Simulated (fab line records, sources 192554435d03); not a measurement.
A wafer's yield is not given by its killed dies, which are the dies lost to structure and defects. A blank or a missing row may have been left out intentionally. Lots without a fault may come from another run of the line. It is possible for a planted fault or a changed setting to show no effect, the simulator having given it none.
Chamber matching	flow n5_finfet	N5_BEOL_M10_STRIP_19 on rie_diel-02: 4 sister chambers
The step strips in O2. 4 wafers are shown with their chamber, then 7 later ones without.

== WAFERS WITH THEIR CHAMBER ==
wafer	chamber	showerhead_plenum_p_Torr (Torr)
L075.3	1	2.11
L084.1	0	2.23
L087.1	3	2.06
L087.2	2	2.04

== WAFERS WITH NO CHAMBER GIVEN ==
wafer	showerhead_plenum_p_Torr (Torr)
L087.3	2.10
L093.2	2.06
L093.3	2.03
L093.4	2.10
L095.1	2.03
L095.4	2.06
L095.5	2.03

== EACH ONE'S CHAMBER ==
wafer	from the rows above	in truth
L087.3	1	1
L093.2	3	3
L093.3	2	2
L093.4	1	1
L095.1	2	2
L095.4	3	3
L095.5	2	2
Correctly placed: 7 of 7. Number that these rows cannot place: 0. 0 placed wrongly.
How it was worked out, from the rows above alone: a wafer's distance from a chamber is the root of the sum, over the readings, of the square of ((its reading less the chamber's mean) divided by the reading's scatter). The wafer belongs to the nearest chamber; if the next one is less than 2 further off, it can't be placed. The mean given for a chamber averages the wafers shown for that chamber. The scatter: with one shown wafer a chamber, the root of the mean of the squares of how far each hidden wafer lies from its nearest shown one.
